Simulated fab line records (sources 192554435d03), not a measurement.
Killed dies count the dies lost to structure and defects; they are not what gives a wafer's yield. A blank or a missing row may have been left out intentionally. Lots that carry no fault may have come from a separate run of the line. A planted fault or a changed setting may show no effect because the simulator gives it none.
What tool caused it?    flow n5-finfet    24 lots, 72 wafers sampled, at 6 steps of a route of 1938

== WHAT EACH GAUGE READ, for each wafer ==
N5_BEOL_M1_RS_MEAS_58: a four-point-probe measurement. Usual: M1_RS typically reads 0.66 ohm/sq, with standard deviation 0.04.
lot   measured      on             M1_RS (ohm/sq)  flag
L074  day 6 13:28   film-metro-02  0.65 0.57 0.64  
L075  day 7 00:05   film-metro-01  0.70 0.71 0.60  
L076  day 7 11:25   film-metro-01  0.67 0.72 0.68  
L077  day 7 02:02   film-metro-02  0.70 0.61 0.67  
L078  day 7 14:37   film-metro-02  0.69 0.66 0.66  
L079  day 7 16:10   film-metro-02  0.61 0.66 0.64  
L080  day 7 17:06   film-metro-01  0.72 0.67 0.69  
L081  day 8 03:59   film-metro-02  0.69 0.71 0.66  
L082  day 8 15:28   film-metro-01  0.67 0.65 0.65  
L083  day 8 17:54   film-metro-01  0.71 0.72 0.71  
L084  day 9 01:10   film-metro-02  0.66 0.60 0.62  
L085  day 9 07:50   film-metro-02  0.65 0.70 0.65  
L086  day 9 10:46   film-metro-02  0.66 0.64 0.63  
L087  day 10 09:26  film-metro-02  0.70 0.67 0.66  
L088  day 10 07:21  film-metro-01  0.66 0.73 0.66  
L089  day 10 12:46  film-metro-01  0.75 0.70 0.78  
L090  day 10 13:45  film-metro-01  0.68 0.67 0.65  
L091  day 11 00:37  film-metro-02  0.62 0.72 0.64  
L092  day 11 10:10  film-metro-02  0.72 0.69 0.66  
L093  day 11 19:51  film-metro-02  0.64 0.62 0.67  
L094  day 12 00:56  film-metro-01  0.63 0.67 0.65  
L095  day 11 23:02  film-metro-01  0.67 0.66 0.60  
L096  day 12 08:03  film-metro-01  0.61 0.63 0.66  
L097  day 12 09:32  film-metro-02  0.76 0.65 0.72  

== EACH LOT AND THE TOOL THAT RAN IT (in order: tool; ch and the chambers of the sampled wafers; start) ==
lot   N5_BEOL_M1_ETCH_63                  N5_BEOL_M1_SURFACE_TREAT_85   N5_BEOL_M1_SPUTTER_81         N5_BEOL_M1_ANNEAL_82          N5_BEOL_M1_SPUTTER_92
L074  rie-diel-01 ch 0,1, day 6 05:38     pvd-sputter-02, day 6 09:43   pvd-sputter-01, day 6 11:00   pvd-sputter-01, day 6 11:05   pvd-sputter-01, day 6 11:53
L075  rie-diel-02 ch 0,2,3, day 6 15:38   pvd-sputter-01, day 6 20:57   pvd-sputter-01, day 6 21:43   pvd-sputter-01, day 6 21:47   pvd-sputter-01, day 6 22:35
L076  rie-diel-01 ch 1,2,3, day 6 15:50   pvd-sputter-02, day 7 06:37   pvd-sputter-03, day 7 09:02   pvd-sputter-03, day 7 09:07   pvd-sputter-03, day 7 09:55
L077  rie-diel-02 ch 0,2,3, day 6 17:22   pvd-sputter-02, day 6 22:01   pvd-sputter-02, day 6 23:28   pvd-sputter-02, day 6 23:33   pvd-sputter-02, day 7 00:21
L078  rie-diel-03 ch 0,3, day 7 00:10     pvd-sputter-02, day 7 11:07   pvd-sputter-02, day 7 12:12   pvd-sputter-02, day 7 12:17   pvd-sputter-02, day 7 13:05
L079  rie-diel-03 ch 0,2, day 7 05:04     pvd-sputter-01, day 7 12:58   pvd-sputter-03, day 7 13:48   pvd-sputter-03, day 7 13:53   pvd-sputter-03, day 7 14:41
L080  rie-diel-02 ch 1,2,3, day 7 11:43   pvd-sputter-02, day 7 14:04   pvd-sputter-02, day 7 14:44   pvd-sputter-02, day 7 14:49   pvd-sputter-02, day 7 15:37
L081  rie-diel-01 ch 1,3, day 7 21:02     pvd-sputter-01, day 8 00:55   pvd-sputter-01, day 8 01:36   pvd-sputter-01, day 8 01:41   pvd-sputter-01, day 8 02:29
L082  rie-diel-02 ch 0,1,2, day 8 05:22   pvd-sputter-02, day 8 12:03   pvd-sputter-02, day 8 12:44   pvd-sputter-02, day 8 12:49   pvd-sputter-02, day 8 13:37
L083  rie-diel-02 ch 0,2,3, day 8 07:05   pvd-sputter-02, day 8 14:47   pvd-sputter-02, day 8 15:32   pvd-sputter-02, day 8 15:37   pvd-sputter-02, day 8 16:25
L084  rie-diel-02 ch 0,3, day 8 15:47     pvd-sputter-03, day 8 18:37   pvd-sputter-03, day 8 22:47   pvd-sputter-03, day 8 22:52   pvd-sputter-03, day 8 23:40
L085  rie-diel-03 ch 0,1,3, day 8 23:41   pvd-sputter-03, day 9 04:32   pvd-sputter-02, day 9 05:24   pvd-sputter-02, day 9 05:29   pvd-sputter-02, day 9 06:17
L086  rie-diel-01 ch 0,1,3, day 9 04:04   pvd-sputter-02, day 9 07:42   pvd-sputter-01, day 9 08:23   pvd-sputter-01, day 9 08:28   pvd-sputter-01, day 9 09:16
L087  rie-diel-02 ch 0,3, day 9 12:51     pvd-sputter-01, day 10 04:28  pvd-sputter-01, day 10 06:49  pvd-sputter-01, day 10 06:53  pvd-sputter-01, day 10 07:41
L088  rie-diel-03 ch 0,2,3, day 9 12:52   pvd-sputter-01, day 10 04:14  pvd-sputter-01, day 10 04:58  pvd-sputter-01, day 10 05:03  pvd-sputter-01, day 10 05:51
L089  rie-diel-02 ch 0,1, day 10 04:17    pvd-sputter-03, day 10 09:38  pvd-sputter-01, day 10 10:22  pvd-sputter-01, day 10 10:27  pvd-sputter-01, day 10 11:15
L090  rie-diel-03 ch 0,2,3, day 10 04:37  pvd-sputter-03, day 10 10:41  pvd-sputter-03, day 10 11:22  pvd-sputter-03, day 10 11:26  pvd-sputter-03, day 10 12:14
L091  rie-diel-01 ch 0,1,3, day 10 13:15  pvd-sputter-01, day 10 21:33  pvd-sputter-01, day 10 22:13  pvd-sputter-01, day 10 22:17  pvd-sputter-01, day 10 23:05
L092  rie-diel-02 ch 1,2,3, day 10 13:25  pvd-sputter-03, day 11 06:56  pvd-sputter-03, day 11 07:44  pvd-sputter-03, day 11 07:49  pvd-sputter-03, day 11 08:37
L093  rie-diel-03 ch 0,2, day 11 04:57    pvd-sputter-02, day 11 16:20  pvd-sputter-03, day 11 17:29  pvd-sputter-03, day 11 17:34  pvd-sputter-03, day 11 18:22
L094  rie-diel-01 ch 1,2, day 11 15:49    pvd-sputter-02, day 11 20:46  pvd-sputter-01, day 11 22:35  pvd-sputter-01, day 11 22:40  pvd-sputter-01, day 11 23:28
L095  rie-diel-01 ch 1,2, day 11 16:02    pvd-sputter-01, day 11 19:59  pvd-sputter-01, day 11 20:40  pvd-sputter-01, day 11 20:44  pvd-sputter-01, day 11 21:32
L096  rie-diel-01 ch 0,1,2, day 11 23:04  pvd-sputter-01, day 12 04:59  pvd-sputter-02, day 12 05:41  pvd-sputter-02, day 12 05:46  pvd-sputter-02, day 12 06:34
L097  rie-diel-02 ch 0,1,2, day 11 23:14  pvd-sputter-03, day 12 05:48  pvd-sputter-01, day 12 06:52  pvd-sputter-01, day 12 06:56  pvd-sputter-01, day 12 07:44
- N5_BEOL_M1_ETCH_63: etches SiARC in CF4, target depth 15.6 nm, time 26 s.
- N5_BEOL_M1_SURFACE_TREAT_85
- N5_BEOL_M1_SPUTTER_81: material Cu, target thk 4.5 nm, time 8.29 s.
- N5_BEOL_M1_ANNEAL_82: time 240 s.
- N5_BEOL_M1_SPUTTER_92: material Cu, target thk 4.5 nm, time 8.29 s.

== WHAT THE TOOLS THEMSELVES READ (means of the sampled wafers that have a number; where no wafer has one, the mark that the record gives instead) ==
N5_BEOL_M1_ETCH_63. Usual: drypump-motor-current-A 6.0 A, standard deviation 0.39; etch-rf-on-time-s 26.1 s, standard deviation 0.86; oes-product-au 0.68 a.u., standard deviation 0.081; rf-vpp-V 184.1 V, standard deviation 1.1; showerhead-plenum-p-Torr 2.13 Torr, standard deviation 0.065; throttle-valve-pct 15.62 %, standard deviation 0.25.
lot   tool         drypump-motor-current-A (A)  etch-rf-on-time-s (s)  oes-product-au (a.u.)  rf-vpp-V (V)  showerhead-plenum-p-Torr (Torr)  throttle-valve-pct (%)  flag
L074  rie-diel-01  6.2                          27.1                   0.65                   184.7         2.17                             15.73                   
L075  rie-diel-02  6.0                          25.8                   0.66                   183.7         2.10                             15.58                   
L076  rie-diel-01  6.0                          26.6                   0.67                   184.0         2.16                             15.70                   
L077  rie-diel-02  6.1                          25.3                   0.67                   183.4         2.10                             15.58                   
L078  rie-diel-03  5.6                          26.1                   0.67                   184.9         2.17                             15.56                   
L079  rie-diel-03  5.7                          26.2                   0.67                   184.1         2.14                             15.54                   
L080  rie-diel-02  5.7                          25.9                   0.62                   183.6         2.05                             15.85                   
L081  rie-diel-01  6.0                          26.9                   0.71                   184.3         2.12                             15.67                   
L082  rie-diel-02  6.0                          25.7                   0.66                   183.7         2.09                             15.79                   
L083  rie-diel-02  6.1                          25.9                   0.65                   183.8         2.09                             15.61                   
L084  rie-diel-02  6.1                          25.9                   0.67                   184.3         2.09                             15.41                   
L085  rie-diel-03  5.8                          26.3                   0.69                   184.8         2.15                             15.52                   
L086  rie-diel-01  6.0                          26.8                   0.71                   185.2         2.15                             15.59                   
L087  rie-diel-02  6.1                          26.0                   0.66                   183.6         2.09                             15.41                   
L088  rie-diel-03  6.1                          26.1                   0.62                   184.2         2.15                             15.64                   
L089  rie-diel-02  6.0                          26.0                   0.66                   183.2         2.10                             15.79                   
L090  rie-diel-03  6.1                          25.8                   0.63                   184.2         2.15                             15.65                   
L091  rie-diel-01  6.1                          26.3                   0.71                   184.5         2.14                             15.59                   
L092  rie-diel-02  5.7                          25.3                   0.72                   184.0         2.13                             15.74                   
L093  rie-diel-03  5.7                          26.3                   0.65                   184.7         2.13                             15.59                   
L094  rie-diel-01  6.0                          26.0                   0.65                   184.2         2.17                             15.76                   
L095  rie-diel-01  6.0                          26.1                   0.65                   184.3         2.17                             15.77                   
L096  rie-diel-01  6.1                          25.9                   0.70                   183.9         2.16                             15.62                   
L097  rie-diel-02  6.0                          25.5                   0.73                   184.0         2.17                             15.68                   

N5_BEOL_M1_SPUTTER_81. Usual: chamber-pressure-pa 0.07001 Pa, standard deviation 0.00014; susceptor-temp-C -20.00 C, standard deviation 0.11; throttle-valve-pct 30.3 %, standard deviation 0.98.
lot   tool            chamber-pressure-pa (Pa)  susceptor-temp-C (C)  throttle-valve-pct (%)  flag
L074  pvd-sputter-01  0.06993                   -19.95                30.2                    
L075  pvd-sputter-01  0.06996                   -19.98                30.9                    
L076  pvd-sputter-03  0.07011                   -20.01                30.6                    
L077  pvd-sputter-02  0.06998                   -20.06                29.7                    
L078  pvd-sputter-02  0.06985                   -20.04                31.2                    
L079  pvd-sputter-03  0.07008                   -20.15                30.5                    
L080  pvd-sputter-02  0.06988                   -19.90                29.8                    
L081  pvd-sputter-01  0.06987                   -19.91                30.7                    
L082  pvd-sputter-02  0.06994                   -19.95                30.6                    
L083  pvd-sputter-02  0.06999                   -20.11                30.3                    
L084  pvd-sputter-03  0.07003                   -20.08                29.5                    
L085  pvd-sputter-02  0.07008                   -20.02                29.6                    
L086  pvd-sputter-01  0.06986                   -19.94                31.3                    
L087  pvd-sputter-01  0.07008                   -20.06                31.2                    
L088  pvd-sputter-01  0.07019                   -19.93                29.7                    
L089  pvd-sputter-01  0.07002                   -19.99                29.9                    
L090  pvd-sputter-03  0.06985                   -20.02                29.7                    
L091  pvd-sputter-01  0.06993                   -19.95                29.7                    
L092  pvd-sputter-03  0.06994                   -19.93                30.4                    
L093  pvd-sputter-03  0.07004                   -19.98                30.1                    
L094  pvd-sputter-01  0.07011                   -20.01                30.2                    
L095  pvd-sputter-01  0.07002                   -19.92                30.8                    
L096  pvd-sputter-02  0.07003                   -20.01                30.5                    
L097  pvd-sputter-01  0.06997                   -19.94                30.6                    

N5_BEOL_M1_ANNEAL_82. Usual: heater-power-w 814 W, standard deviation 55; susceptor-temp-C 400.04 C, standard deviation 0.22.
lot   tool            heater-power-w (W)  susceptor-temp-C (C)  flag
L074  pvd-sputter-01  778                 399.90                
L075  pvd-sputter-01  774                 399.95                
L076  pvd-sputter-03  822                 400.09                
L077  pvd-sputter-02  814                 400.21                
L078  pvd-sputter-02  908                 399.99                
L079  pvd-sputter-03  820                 399.91                
L080  pvd-sputter-02  835                 400.07                
L081  pvd-sputter-01  816                 399.85                
L082  pvd-sputter-02  847                 400.30                
L083  pvd-sputter-02  827                 400.04                
L084  pvd-sputter-03  871                 400.04                
L085  pvd-sputter-02  813                 399.94                
L086  pvd-sputter-01  793                 399.97                
L087  pvd-sputter-01  796                 399.90                
L088  pvd-sputter-01  794                 400.10                
L089  pvd-sputter-01  768                 400.07                
L090  pvd-sputter-03  841                 400.03                
L091  pvd-sputter-01  775                 399.89                
L092  pvd-sputter-03  812                 399.94                
L093  pvd-sputter-03  833                 400.10                
L094  pvd-sputter-01  762                 399.91                
L095  pvd-sputter-01  779                 400.14                
L096  pvd-sputter-02  882                 400.16                
L097  pvd-sputter-01  781                 400.11                

N5_BEOL_M1_SPUTTER_92. Usual: chamber-pressure-pa 0.07003 Pa, standard deviation 0.00014; susceptor-temp-C -20.02 C, standard deviation 0.11; throttle-valve-pct 30.3 %, standard deviation 1.
lot   tool            chamber-pressure-pa (Pa)  susceptor-temp-C (C)  throttle-valve-pct (%)  flag
L074  pvd-sputter-01  0.07013                   -20.13                30.2                    
L075  pvd-sputter-01  0.07000                   -20.06                30.9                    
L076  pvd-sputter-03  0.06996                   -20.05                30.7                    
L077  pvd-sputter-02  0.06999                   -19.99                29.6                    
L078  pvd-sputter-02  0.07019                   -20.06                31.2                    
L079  pvd-sputter-03  0.07005                   -20.05                30.5                    
L080  pvd-sputter-02  0.07009                   -19.99                29.7                    
L081  pvd-sputter-01  0.06998                   -19.92                30.7                    
L082  pvd-sputter-02  0.07003                   -19.99                30.4                    
L083  pvd-sputter-02  0.07024                   -19.97                30.5                    
L084  pvd-sputter-03  0.07011                   -19.96                29.3                    
L085  pvd-sputter-02  0.06997                   -20.02                29.6                    
L086  pvd-sputter-01  0.06994                   -19.93                31.3                    
L087  pvd-sputter-01  0.06999                   -20.07                31.1                    
L088  pvd-sputter-01  0.06988                   -19.99                29.8                    
L089  pvd-sputter-01  0.07012                   -20.01                29.6                    
L090  pvd-sputter-03  0.07004                   -20.02                29.7                    
L091  pvd-sputter-01  0.07007                   -20.15                29.8                    
L092  pvd-sputter-03  0.06997                   -20.08                30.5                    
L093  pvd-sputter-03  0.07013                   -19.91                30.1                    
L094  pvd-sputter-01  0.06993                   -20.03                30.2                    
L095  pvd-sputter-01  0.07006                   -19.96                30.5                    
L096  pvd-sputter-02  0.06997                   -20.06                30.6                    
L097  pvd-sputter-01  0.07021                   -19.97                30.6                    

== THE ANSWER, worked out from the rows above alone ==
Rule: a lot is off if the mean of its wafers that have a number lies more than 3 standard deviations from the usual mean. Also off: a lot with no number at a reading for which 4 or more lots have one. The other lots that the step has rows for count as sound. After the gauges, taken in route order, come the tools' own readings; for these a lot's mean is taken, as printed above. At the first step where some lot is off, the reading lying furthest off is the one used; lots without a number count as furthest.
No lot is off at any reading shown: from this, nothing can be told.

== WHAT THE SIMULATOR PUT IN ==
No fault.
